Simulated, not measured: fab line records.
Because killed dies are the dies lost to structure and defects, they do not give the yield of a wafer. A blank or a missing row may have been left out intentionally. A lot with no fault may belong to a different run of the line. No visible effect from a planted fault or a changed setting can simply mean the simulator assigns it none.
Chamber matching    flow nandHarc    cmp-02 running NHARC_A_STAIRCASE_CMP_472: 4 sister chambers
The step polishes SiO2. 14 wafers are shown with their chamber, then 7 later ones without.

WAFERS PAIRED WITH THEIR CHAMBERS
wafer   chamber  motorCurrentA (A)  slurryFilterDpKPa (kPa)
L780.1  2        12.1               13.49
L780.2  1        10.9               13.45
L780.6  3        12.4               13.40
L786.1  1        10.5               13.30
L786.5  2        12.9               13.43
L786.6  3        12.3               13.78
L789.2  2        12.7               13.45
L789.3  1        10.7               13.47
L789.4  0        13.0               13.61
L791.1  3        12.8               13.52
L791.5  3        13.0               13.59
L791.6  0        12.9               13.37
L792.1  3        13.6               13.53
L792.2  0        12.9               13.52

SIGNATURES (averages over the wafers above)
reading            chamber 0  chamber 1  chamber 2  chamber 3  scatter within a chamber
motorCurrentA      12.933     10.700     12.567     12.820     0.39
slurryFilterDpKPa  13.5000    13.4067    13.4567    13.5640    0.112
Rule: for each reading, subtract the chamber's mean from the wafer's reading, divide by that reading's scatter and square the result; add these up over the readings and take the root, which gives the wafer's distance from the chamber. The wafer belongs to the nearest chamber; if the next one is less than 2 further off, it can't be placed. The scatter is the square root of a quotient: the sum, over the shown wafers, of each reading's squared deviation from its chamber's mean, divided by wafers minus chambers.

WAFERS WHOSE CHAMBER IS MISSING
wafer   motorCurrentA (A)  slurryFilterDpKPa (kPa)
L792.4  12.6               13.26
L802.1  12.1               13.36
L802.5  12.9               13.40
L802.6  12.5               13.51
L801.1  11.1               13.19
L801.4  12.5               13.50
L801.6  11.3               13.63

EACH ONE'S CHAMBER
wafer   from the rows above                in truth
L792.4  can't be placed: 2 or 0 or 3       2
L802.1  can't be placed: 2 or 0 or 3       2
L802.5  can't be placed: 0 or 2 or 3       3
L802.6  can't be placed: 2 or 3 or 0       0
L801.1  1                                  1
L801.4  can't be placed: 2 or 3 or 0       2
L801.6  can't be placed: 1 or 2 or 3 or 0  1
Placed correctly: 1 of 7. From these rows, 6 cannot be placed; in 6 the true chamber is one of the candidates. Wrongly placed: 0.
